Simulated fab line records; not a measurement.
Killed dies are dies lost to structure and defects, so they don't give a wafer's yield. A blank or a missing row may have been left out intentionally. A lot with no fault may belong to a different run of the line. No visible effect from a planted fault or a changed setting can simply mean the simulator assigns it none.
A struck lot beside a sound one / flow n5Finfet / 37 steps out of a route of 1938
Sound: the wafers L313.3, L313.4, L313.5. Struck: wafer L321.3 (left out: L321.2, L321.5 of the same lot, which were not struck); the cause appears at the end.
Order at every step that has rows: each side's tool, ch and its chambers, its first start. Under that, the readings that differ: sound wafers / struck wafers / difference of the means / sigmas: that difference in standard deviations of wafers without a fault.
alike: same words and numbers on both sides, and readings whose means sit less than 2 such deviations apart. not compared: any withheld reading, any reading some wafer has no value for, any bound like >300 that may hide the same value, and any number with overlapping values for which the record gives no deviation.
A row with sigmas, a row that says differs or no value, or rows on one side alone: a step with any of these is where the two part. When numbers do not overlap yet have no deviation, they are printed without sigmas and do not part them. A reading that every wafer of one side lacks parts them only if that side has two wafers or more.

first, 9 steps without rows for these wafers: N5_BEOL_M3_ANNEAL_95 (time 240 s); N5_BEOL_M3_SPUTTER_96 (material Cu, target thk 4.5 nm, time 8.29 s); N5_BEOL_M3_ECD_50 (material Cu, target thk 300 nm); N5_BEOL_M3_ANNEAL_51 (time 90 s); N5_BEOL_M3_CMP_52 (polishes, stops on SiOC, t overpolish 6.8 s, target thk 40 nm); N5_BEOL_M3_PRE_CLEAN_60 (time 15 s); N5_BEOL_M3_CO_CAP_55 (material Co, precursor CCTBA/H2, target thk 2 nm, time 102.1 s); N5_BEOL_M3_PRE_CLEAN_56 (time 15 s); N5_BEOL_M3_DEP_57 (deposits SiCN from 3MS/NH3, target thk 8 nm, time 14 s).
N5_BEOL_M4_ILD_DEP_00: deposits SiOC from DEMS/O2, target thk 79 nm, time 15.3 s.
  sound on pecvd-01 ch 0,1,2, day 10 09:11; struck on pecvd-01 ch 0, day 13 02:40
reading=model.SiOC_of_BEOL_M4_ILD_DEP_00.thkNm (nm); sound=79.8 78.4 80.4; struck=91.8; difference=+12.3; sigmas=
  alike: heaterPowerW, showerheadPlenumPTorr, susceptorTempC, throttleValvePct
  not compared: sinceWetCleanH
N5_BEOL_M4_THK_MEAS_01:
  sound on filmMetro-02 at day 10 09:15; struck on filmMetro-02 at day 13 02:44
reading=M4_ILD_THK (nm); sound=79.9 78.5 80.5; struck=91.7; difference=+12.1; sigmas=+11
then, 24 steps without rows for these wafers: N5_BEOL_M4_PECVD_72 (deposits SiO2 from TEOS/O2, target thk 16 nm, time 18 s); N5_BEOL_M4_HM_DEP_02 (deposits TiN, target thk 20 nm); N5_BEOL_M4_COAT_61 (time 60 s, resist thk 60 nm); N5_BEOL_M4_COAT_62 (time 60 s, resist thk 12 nm); N5_BEOL_M4_COAT_73 (time 60 s, resist thk 5 nm); N5_BEOL_M4_COAT_05 (resist thk 30 nm); N5_BEOL_M4_EBR_07; N5_BEOL_M4_SOFTBAKE_06 (time 60 s); N5_BEOL_M4_EXPOSE_08 (exposes mask M4); N5_BEOL_M4_PEB_09 (peb time 60 s); N5_BEOL_M4_DEVELOP_10 (develop time 30 s); N5_BEOL_M4_DESCUM_16 (chemistry O2, time 7 s); N5_BEOL_M4_ETCH_74 (etches underlayer in N2/H2, target depth 6.5 nm, time 5.2 s); N5_BEOL_M4_ETCH_63 (etches SiARC in CF4, target depth 15.6 nm, time 26 s); N5_BEOL_M4_ETCH_64 (etches SOC in N2/H2, target depth 75 nm, overetch 22.5 nm, time 121.9 s); N5_BEOL_M4_STRIP_65 (strips in N2/H2); N5_BEOL_M4_STRIP_75 (strips in N2/H2); N5_BEOL_M4_STRIP_66 (strips in CF4); N5_BEOL_M4_HM_OPEN_17 (chemistry Cl2/BCl3, target TiN, target depth 20 nm, overetch 6 nm); N5_BEOL_M4_STRIP_19 (strips in O2); N5_BEOL_M4_COAT_67 (time 60 s, resist thk 60 nm); N5_BEOL_M4_COAT_68 (time 60 s, resist thk 12 nm); N5_BEOL_M4_COAT_76 (time 60 s, resist thk 5 nm); N5_BEOL_M4_COAT_22 (resist thk 30 nm).
N5_BEOL_M4_CMP_52: polishes, stops on SiOC, t overpolish 6.8 s, target thk 40 nm.
  sound on cmp-02 ch 0,2, day 10 16:20; struck on cmp-02 ch 3, day 13 14:13
reading=retainingRingPressureFrac; sound=0.995 0.994 0.991; struck=1.004; difference=+0.011; sigmas=+2
reading=model.SiOC_of_BEOL_M4_ILD_DEP_00.thkNm (nm); sound=76.8 75.4 77.4; struck=88.8; difference=+12.3; sigmas=
  alike: motorCurrentA
N5_BEOL_M4_RC_MEAS_101:
  sound on prober-02 ch 0, day 10 17:17; struck on prober-01 ch 0, day 13 14:56
reading=DIBL_N (mV/V); sound=36.6 34.5 37.5; struck=32.8; difference=-3.4; sigmas=-3
reading=IOFF_P (nA/um); sound=0.220 0.188 0.251; struck=0.172; difference=-0.048; sigmas=-2
reading=ION_N (uA/um); sound=682 680 693; struck=664; difference=-21; sigmas=-2
  alike: DIBL_P, IOFF_N, ION_P, SS_N, SS_P, VT_N, VT_P

WHERE THEY PART
Last at N5_BEOL_M4_RC_MEAS_101 as far as this record goes, first at N5_BEOL_M4_THK_MEAS_01.

WHY: the cause the simulator had injected
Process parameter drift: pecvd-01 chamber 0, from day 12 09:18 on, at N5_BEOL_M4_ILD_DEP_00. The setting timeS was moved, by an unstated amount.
